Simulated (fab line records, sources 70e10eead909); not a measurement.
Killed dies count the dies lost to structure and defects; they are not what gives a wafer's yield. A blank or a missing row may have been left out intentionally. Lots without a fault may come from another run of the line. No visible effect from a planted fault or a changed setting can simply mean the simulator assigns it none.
fab line records	flow nandHarc
[record] lots = 12	wafers = 36	lastDay = 24
route steps=1159 shown P_ZERO_WELL@17 END@1159
lots that met no fault: taken from a fault-free run of the same line
startH: hours from the record's first day to the start of the lot's first wafer shown	waitH: hours elapsed since this lot's preceding step	" same as the row above	L1.1+2: one row covering several wafers at once	- either no value or no given start	* or withheld: withheld	< > ~ a bound
route shown NAME@n: a module of which the file shows steps, and the number in the route of the first	usual: average and standard deviation across the fault-free wafers	same: alike in all rows	chamber/n: place in a boat	sites: the reading at each site	_std_site: how widely they spread, as a standard deviation	_edge_site: outer sites' mean less inner sites'	radiusMm: for every site, how far away it sits from the centre of the wafer	mask NAME#n: copy n	behind: the tool/chamber that last shaped the wafer	hold: reason for holding the lot/hours on hold/outcome of the hold	device: names the non-switching transistor (n, p or np)	end of line: the tests these same wafers got at the end of their route	a step given without rows: its recipe and nothing more	killed: dies that structure and defects cost at the first sort, which is not the same as the wafer's yield	map: per-die view of a wafer (x killed, . not killed, _ where there is no die)
set.NAME: the setting as run; set.NAME@STEP: as run at that earlier step	model.NAME: the simulator's own value behind a step, which no gauge read
a sample of lots followed through the steps of the route, with each step as a table and each wafer as a row
services: a tool's chamber out of use, with start hour (startH, from the record's first day; less than 0 if before it), hours out, and reason
[[steps]]
[step NHARC_P_ZERO_WELL_ETCH_65]
[recipe] targetDepthA = 800	overetchA = 240	timeS = 87.88	ionEnergyEv = 200	n2FlowSccm = 150	h2FlowSccm = 150	arFlowSccm = 0	rfW = 400	biasW = 150	chemistry = N2/H2
[usual] drypumpMotorCurrentA = 5.87/0.29	oesProductAu = 1.002/0.0099	rfVppV = 431.3/1.8	showerheadPlenumPTorr = 2.07/0.061	throttleValvePct = 14.171/0.0084
lot.wafer	tool	chamber	startH	waitH	drypumpMotorCurrentA	oesProductAu	rfHoursCounterH	rfVppV	showerheadPlenumPTorr	throttleValvePct
L478.4	rieDiel-02	0	13.42	0.1	5.83	1.017	2	433.5	2.12	14.177
L478.1	"	3	"	"	5.89	1.009	2	429.5	1.97	14.157
L478.5	"	1	"	"	6.09	1.002	-	430.8	2.01	14.171
L479.2	rieDiel-07	0	19.51	0.1	6.43	1.014	9	429.9	2.05	14.171
L479.4	"	3	"	"	5.42	1.015	-	431.7	2.10	14.167
L479.6	"	0	"	"	6.42	1.009	-	429.7	2.05	14.182
L491.4	rieDiel-06	3	91.53	0.1	5.88	0.999	-	430.4	1.99	14.173
L491.5	"	1	"	"	5.89	1.002	-	431.2	2.05	14.158
L491.6	"	2	"	"	5.84	1.007	-	430.7	2.06	14.162
L492.3	rieDiel-07	2	97.52	0.1	5.79	0.994	2	433.1	2.12	14.175
L492.4	"	2	"	"	5.79	0.997	-	432.9	2.12	14.176
L492.6	"	0	"	"	6.39	0.999	-	431.1	2.05	14.174
L493.1	rieDiel-02	2	103.37	0.1	6.03	0.999	9	433.1	2.16	14.166
L493.5	"	1	"	"	6.06	1.010	-	429.6	2.01	14.174
L493.6	"	2	"	"	6.04	0.997	-	434.0	2.16	14.166
L494.3	rieDiel-06	2	109.48	0.1	5.86	0.994	4	430.8	2.06	14.172
L494.1	"	0	"	"	6.18	0.997	3	430.5	2.02	14.177
L494.2	"	1	"	"	5.89	1.000	3	431.1	2.05	14.159
L496.3	rieDiel-07	2	121.51	0.1	5.75	0.993	3	432.5	2.12	14.174
L496.1	"	3	"	"	5.43	1.001	3	432.6	2.10	14.175
L496.4	"	0	"	"	6.41	1.009	4	428.7	2.05	14.164
L497.4	rieDiel-02	1	127.49	0.1	6.06	1.005	10	429.8	2.01	14.172
L497.2	"	2	"	"	6.02	1.006	10	433.6	2.16	14.175
L497.6	"	1	"	"	6.03	1.015	-	430.6	2.01	14.177
L498.2	rieDiel-06	1	133.37	0.1	5.91	0.998	6	428.9	2.05	14.186
L498.1	"	2	"	"	5.89	1.012	6	432.7	2.05	14.167
L498.5	"	0	"	"	6.20	1.008	-	430.6	2.02	14.172
L499.2	rieDiel-06	1	139.49	0.1	5.86	0.996	6	430.6	2.05	14.181
L499.4	"	0	"	"	6.19	0.992	5	426.5	2.02	14.164
L499.6	"	1	"	"	5.89	0.998	-	431.2	2.05	14.165
L500.1	rieDiel-06	2	145.48	0.1	5.86	1.012	7	432.4	2.06	14.186
L500.3	"	1	"	"	5.87	0.983	6	428.5	2.05	14.156
L500.5	"	2	"	"	5.83	1.012	-	430.9	2.05	14.172
L501.1	rieDiel-07	3	151.48	0.1	5.43	1.002	5	433.1	2.10	14.171
L501.3	"	0	"	"	6.42	1.013	6	430.2	2.05	14.170
L501.2	"	1	"	"	5.41	0.998	5	432.7	2.16	14.167
[step NHARC_P_ZERO_WELL_ETCH_63]
[recipe] targetDepthA = 1200	timeS = 40.1	hbrFlowSccm = 150	cl2FlowSccm = 50	rfW = 400	icpW = 400	biasW = 100	chemistry = HBr/Cl2
[usual] drypumpMotorCurrentA = 5.9/0.35	oesProductAu = 0.999/0.0099	throttleValvePct = 26.405/0.0096
lot.wafer	tool	chamber	startH	waitH	drypumpMotorCurrentA	oesProductAu	rfHoursCounterH	throttleValvePct
L478.4	rieSi-03	2	13.63	-	6.2	1.008	0.3	26.407
L478.1	"	3	"	"	6.5	0.985	0.2	26.405
L478.5	"	1	"	"	6.1	1.012	-	26.405
L479.4	rieSi-03	3	19.72	-	6.5	0.986	0.2	26.409
L479.2	"	0	"	"	6.0	1.000	0.3	26.389
L479.6	"	3	"	"	6.5	0.981	-	26.396
L491.4	rieSi-03	1	91.72	-	6.0	1.005	1.1	26.416
L491.5	"	3	"	"	6.5	0.980	-	26.380
L491.6	"	0	"	"	6.0	1.002	-	26.417
L492.3	rieSi-04	3	97.70	-	5.8	0.999	1.3	26.401
L492.4	"	1	"	"	5.5	1.003	1.2	26.399
L492.6	"	0	"	"	5.4	0.999	-	26.394
L493.1	rieSi-02	1	103.55	-	5.5	1.003	0.7	26.406
L493.5	"	0	"	"	5.6	1.006	-	26.416
L493.6	"	1	"	"	5.5	0.998	-	26.390
L494.2	rieSi-04	1	109.66	-	5.5	1.012	0.0	26.424
L494.1	"	2	"	"	5.8	1.018	0.0	26.409
L494.3	"	0	"	"	5.5	1.004	0.0	26.398
L496.4	rieSi-02	0	121.67	-	5.6	0.998	0.5	26.411
L496.1	"	1	"	"	5.6	0.999	0.8	26.409
L496.3	"	2	"	"	6.1	0.993	0.8	26.413
L497.2	rieSi-02	1	127.66	-	5.5	1.008	0.9	26.392
L497.4	"	0	"	"	5.6	0.995	0.5	26.416
L497.6	"	1	"	"	5.5	1.003	-	26.399
L498.1	rieSi-02	2	133.56	-	6.1	0.989	1.0	26.416
L498.2	"	3	"	"	6.5	0.995	0.9	26.396
L498.5	"	1	"	"	5.5	1.010	-	26.398
L499.2	rieSi-04	0	139.66	-	5.4	1.004	0.2	26.393
L499.4	"	1	"	"	5.5	0.994	0.2	26.411
L499.6	"	0	"	"	5.4	0.992	-	26.411
L500.1	rieSi-04	3	145.68	-	5.7	0.997	0.3	26.403
L500.3	"	0	"	"	5.4	0.992	0.3	26.415
L500.5	"	1	"	"	5.5	0.993	-	26.405
L501.2	rieSi-02	0	151.64	-	5.6	1.004	0.8	26.404
L501.1	"	1	"	"	5.5	0.999	1.2	26.427
L501.3	"	3	"	"	6.5	1.010	1.0	26.405
[step NHARC_P_ZERO_WELL_EXPOSE_34]
[recipe] na = 0.6	targetCdNm = 720	doseMj = 22.31	maskId = P_PWELL
lot.wafer	tool	chamber	startH	waitH	mask
L478.1+4+5	krfScanner-03	0	16.00	-	P_PWELL#0
L479.2+4+6	krfScanner-03	0	38.26	-	P_HVPW#0
L491.4+5+6	krfScanner-04	0	94.14	-	P_PWELL#0
L492.3+4+6	krfScanner-03	0	100.04	-	P_PWELL#0
L493.1+5+6	krfScanner-04	0	105.86	-	P_PWELL#0
L494.1+2+3	krfScanner-03	0	111.96	-	P_PWELL#0
L496.1+3+4	krfScanner-02	0	123.97	-	P_PWELL#0
L497.2+4+6	krfScanner-02	0	129.96	-	P_PWELL#0
L498.1+2+5	krfScanner-03	0	135.85	-	P_PWELL#0
L499.2+4+6	krfScanner-03	0	141.95	-	P_PWELL#0
L500.1+3+5	krfScanner-03	0	147.85	-	P_PWELL#0
L501.1+2+3	krfScanner-03	0	153.95	-	P_PWELL#0
[step NHARC_P_ZERO_WELL_CD_MEAS_37]
[recipe] targetCdNm = 720	landingEnergyEv = 500
[usual] cdNm = 719.2/1.8
lot.wafer	tool	chamber	startH	waitH	cdNm
L478.1	cdSem-03	0	16.16	-	721.4
L478.4	"	0	"	"	718.9
L478.5	"	0	"	"	721.0
L479.2	cdSem-02	0	38.42	-	-
L479.4	"	0	"	"	-
L479.6	"	0	"	"	-
L491.4	cdSem-01	0	94.29	-	720.0
L491.5	"	0	"	"	722.5
L491.6	"	0	"	"	720.5
L492.3	cdSem-01	0	100.19	-	716.6
L492.4	"	0	"	"	719.1
L492.6	"	0	"	"	719.0
L493.1	cdSem-01	0	106.02	-	714.8
L493.5	"	0	"	"	716.2
L493.6	"	0	"	"	719.1
L494.1	cdSem-02	0	112.12	-	719.5
L494.2	"	0	"	"	719.0
L494.3	"	0	"	"	718.4
L496.1	cdSem-03	0	124.13	-	721.6
L496.3	"	0	"	"	719.8
L496.4	"	0	"	"	719.3
L497.2	cdSem-03	0	130.12	-	721.1
L497.4	"	0	"	"	720.7
L497.6	"	0	"	"	719.0
L498.1	cdSem-03	0	136.00	-	720.7
L498.2	"	0	"	"	721.2
L498.5	"	0	"	"	720.3
L499.2	cdSem-03	0	142.10	-	718.9
L499.4	"	0	"	"	719.8
L499.6	"	0	"	"	719.8
L500.1	cdSem-03	0	148.01	-	716.1
L500.3	"	0	"	"	718.1
L500.5	"	0	"	"	720.6
L501.1	cdSem-01	0	154.11	-	719.9
L501.2	"	0	"	"	720.1
L501.3	"	0	"	"	721.5
[step NHARC_P_ZERO_WELL_INSPECT_43]
[usual] rawDefectCount = 14/7.3
lot.wafer	tool	chamber	startH	waitH	rawDefectCount
L478.1	defectInspect-01	-	19.69	0.6	4
L478.4	"	-	"	"	6
L478.5	"	-	"	"	6
L479.2	defectInspect-01	-	41.87	0.5	8
L479.4	"	-	"	"	17
L479.6	"	-	"	"	20
L491.4	defectInspect-02	-	97.97	0.2	14
L491.5	"	-	"	"	16
L491.6	"	-	"	"	20
L492.3	defectInspect-01	-	103.68	0.4	12
L492.4	"	-	"	"	10
L492.6	"	-	"	"	5
L493.1	defectInspect-02	-	109.37	0.6	30
L493.5	"	-	"	"	23
L493.6	"	-	"	"	18
L494.1	defectInspect-01	-	115.47	0.6	8
L494.2	"	-	"	"	13
L494.3	"	-	"	"	20
L496.1	defectInspect-02	-	127.62	0.6	13
L496.3	"	-	"	"	12
L496.4	"	-	"	"	26
L497.2	defectInspect-02	-	133.59	0.5	16
L497.4	"	-	"	"	32
L497.6	"	-	"	"	26
L498.1	defectInspect-01	-	139.35	0.6	14
L498.2	"	-	"	"	16
L498.5	"	-	"	"	17
L499.2	defectInspect-02	-	145.51	0.5	27
L499.4	"	-	"	"	15
L499.6	"	-	"	"	8
L500.1	defectInspect-02	-	151.57	0.6	13
L500.3	"	-	"	"	8
L500.5	"	-	"	"	5
L501.1	defectInspect-01	-	157.58	0.6	7
L501.2	"	-	"	"	4
L501.3	"	-	"	"	5
[step NHARC_END_SORT_01]
[recipe] tempC = 25
[usual] killedAtArray = 29/9.4	killedAtOther = 0.7/1.3	killedAtPeriphery = 2.9/2.1	killedDies = 32/9	killedOpen = 3.3/1.8	killedShort = 1.9/1.4
[same] grossDies = 677
lot.wafer	tool	chamber	startH	waitH	killedAtArray	killedAtOther	killedAtPeriphery	killedDies	killedOpen	killedShort
L479.2	prober-01	0	480.20	2.8	24	0	653	677	0	1
L479.4	prober-01	0	481.80	3.4	24	0	653	677	4	3
L479.6	prober-01	0	483.41	4.0	26	0	651	677	5	0
// killed by level:class
L479.2 P_ZERO_WELL:areaExpose=649 A_SLIT:chamberFilmFlake=15 A_CONTACT:chamberFilmFlake=4 P_GATE:chamberFilmFlake=3 A_CHANNEL_HOLE_D1:chamberFilmFlake=2 A_STAIRCASE:chamberFilmFlake=2 A_ONON_D1:geometricParticle:short=1 P_ZERO_WELL:chamberFilmFlake=1
L479.4 P_ZERO_WELL:areaExpose=649 A_SLIT:chamberFilmFlake=8 A_CHANNEL_HOLE_D1:chamberFilmFlake=4 A_CONTACT:chamberFilmFlake=4 A_STAIRCASE:chamberFilmFlake=2 P_CONTACT:geometricParticle:open=1 P_M0:geometricParticle:short=1 P_M2:geometricParticle:open=1
L479.6 P_ZERO_WELL:areaExpose=647 A_SLIT:chamberFilmFlake=10 A_STAIRCASE:chamberFilmFlake=4 A_CONTACT:chamberFilmFlake=3 A_CHANNEL_HOLE_D1:chamberFilmFlake=2 A_CHANNEL_FILL_D1:chamberFilmFlake=2 A_SGD_CUT:chamberFilmFlake=2 P_CONTACT:geometricParticle:open=1
[[services]]
tool	chamber	startH	hours	kind
rieDiel-02	3	-6.58	5.2	repair
krfScanner-03	-	-4.00	4.0	pm
rieSi-03	0	-2.76	2.7	repair
rieDiel-07	2	-0.70	26.7	repair
rieDiel-06	-	-0.64	0.8	repair
rieDiel-06	-	12.14	0.4	repair
rieSi-02	-	12.36	1.9	repair
rieSi-03	-	14.70	3.5	repair
krfScanner-04	-	15.83	0.3	repair
rieDiel-02	0	17.96	6.9	repair
rieSi-02	-	34.00	9.0	pm
krfScanner-02	-	38.00	4.0	pm
rieDiel-06	-	39.99	0.3	repair
rieDiel-02	3	43.72	3.7	repair
rieDiel-07	-	51.20	9.0	pm
rieSi-02	0	60.27	13.7	repair
rieDiel-06	-	64.20	9.0	pm
rieDiel-07	0	68.44	7.0	repair
rieDiel-06	0	89.64	9.4	repair
rieSi-02	-	95.19	7.2	repair
rieDiel-07	3	95.64	9.9	repair
rieSi-04	-	99.00	9.0	pm
krfScanner-03	-	100.26	0.5	repair
rieDiel-02	-	150.70	9.0	pm
[[key]]
[firstSign] step = NHARC_P_ZERO_WELL_EXPOSE_34	reading = mask	direction = changed
[effect] step = NHARC_P_ZERO_WELL_CD_MEAS_37	reading = cdNm	direction = missing
[effect] step = NHARC_END_SORT_01	reading = killedAtPeriphery	direction = up	sigmas = 99+	usual = 2.9	struck = 652.3
[moreKillsBornAt] NHARC_P_ZERO_WELL_EXPOSE_34@krfScanner-03 = 1945
metAt NHARC_P_ZERO_WELL_EXPOSE_34
struckLots L479
laterRowsLeftOut L479.2,L479.4,L479.6
testerLeftOut L479
notActingAt NHARC_P_ZERO_WELL_ETCH_65,NHARC_P_ZERO_WELL_ETCH_63,NHARC_P_ZERO_WELL_INSPECT_43
onsetBetween 16.00 38.26
[fault] kind = wrongMask	tool = any	chamber = -	onsetH = 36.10	steps = NHARC_P_ZERO_WELL_EXPOSE_34	auxCopy = P_HVPW#0	scope = struckLotsOnly
// testerLeftOut: of these lots the tester's yield and bins aren't shown, on N5 and GAA mostly nor the transistor test; their killed dies are dies lost to structure and defects alone, not to doping, threshold or leakage, so they don't give the yield
// laterRowsLeftOut: the simulator's readings of these wafers behind a module that went badly wrong aren't trusted and aren't shown, but for the sort
